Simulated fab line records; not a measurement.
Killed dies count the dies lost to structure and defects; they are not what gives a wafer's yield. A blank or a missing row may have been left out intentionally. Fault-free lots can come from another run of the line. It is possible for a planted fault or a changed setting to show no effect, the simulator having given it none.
Chamber matching || flow n5_finfet || N5_ILD0_ALD_15 on ald_sin-03: 4 sister chambers
The step deposits SiNx, target thk 24 nm, pulse time 1 s, ald cycles 480. 8 wafers are shown with their chamber, then 7 later ones without.

## WAFERS WITH THEIR CHAMBER
{"wafer": "L756.3", "chamber": 3, "heater_power_w (W)": 809, "precursor_pulse_height_rel": 1.007}
{"wafer": "L756.4", "chamber": 2, "heater_power_w (W)": 829, "precursor_pulse_height_rel": 1.001}
{"wafer": "L757.3", "chamber": 3, "heater_power_w (W)": 817, "precursor_pulse_height_rel": 1.006}
{"wafer": "L757.4", "chamber": 0, "heater_power_w (W)": 801, "precursor_pulse_height_rel": 1.002}
{"wafer": "L763.4", "chamber": 0, "heater_power_w (W)": 828, "precursor_pulse_height_rel": 1.015}
{"wafer": "L763.6", "chamber": 1, "heater_power_w (W)": 933, "precursor_pulse_height_rel": 1.045}
{"wafer": "L764.2", "chamber": 1, "heater_power_w (W)": 962, "precursor_pulse_height_rel": 0.991}
{"wafer": "L764.5", "chamber": 2, "heater_power_w (W)": 821, "precursor_pulse_height_rel": 0.995}

## WAFERS WHOSE CHAMBER IS MISSING
{"wafer": "L764.6", "heater_power_w (W)": 834, "precursor_pulse_height_rel": 0.991}
{"wafer": "L765.1", "heater_power_w (W)": 815, "precursor_pulse_height_rel": 0.960}
{"wafer": "L765.5", "heater_power_w (W)": 831, "precursor_pulse_height_rel": 0.978}
{"wafer": "L765.6", "heater_power_w (W)": 816, "precursor_pulse_height_rel": 0.982}
{"wafer": "L768.1", "heater_power_w (W)": 794, "precursor_pulse_height_rel": 0.999}
{"wafer": "L768.3", "heater_power_w (W)": 839, "precursor_pulse_height_rel": 0.999}
{"wafer": "L768.6", "heater_power_w (W)": 830, "precursor_pulse_height_rel": 0.993}

## WHICH CHAMBER EACH ONE RAN IN
{"wafer": "L764.6", "from the rows above": "can't be placed: 2 or 0 or 3", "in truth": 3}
{"wafer": "L765.1", "from the rows above": "can't be placed: 2 or 3 or 0", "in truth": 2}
{"wafer": "L765.5", "from the rows above": "can't be placed: 2 or 3 or 0", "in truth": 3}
{"wafer": "L765.6", "from the rows above": "can't be placed: 2 or 3 or 0", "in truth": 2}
{"wafer": "L768.1", "from the rows above": "can't be placed: 3 or 0 or 2", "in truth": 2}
{"wafer": "L768.3", "from the rows above": "can't be placed: 2 or 0 or 3", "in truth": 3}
{"wafer": "L768.6", "from the rows above": "can't be placed: 2 or 0 or 3", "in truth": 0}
0 of 7 placed correctly. Not placeable from these rows: 7 (in 7, the candidates include the true chamber). 0 placed wrongly.
How it was worked out, from the rows above alone: a wafer's distance from a chamber is the root of the sum, over the readings, of the square of ((its reading less the chamber's mean) divided by the reading's scatter). The wafer belongs to the nearest chamber; if the next one is less than 2 further off, it can't be placed. The mean given for a chamber averages the wafers shown for that chamber. The scatter is the square root of a quotient: the sum, over the shown wafers, of each reading's squared deviation from its chamber's mean, divided by wafers minus chambers.
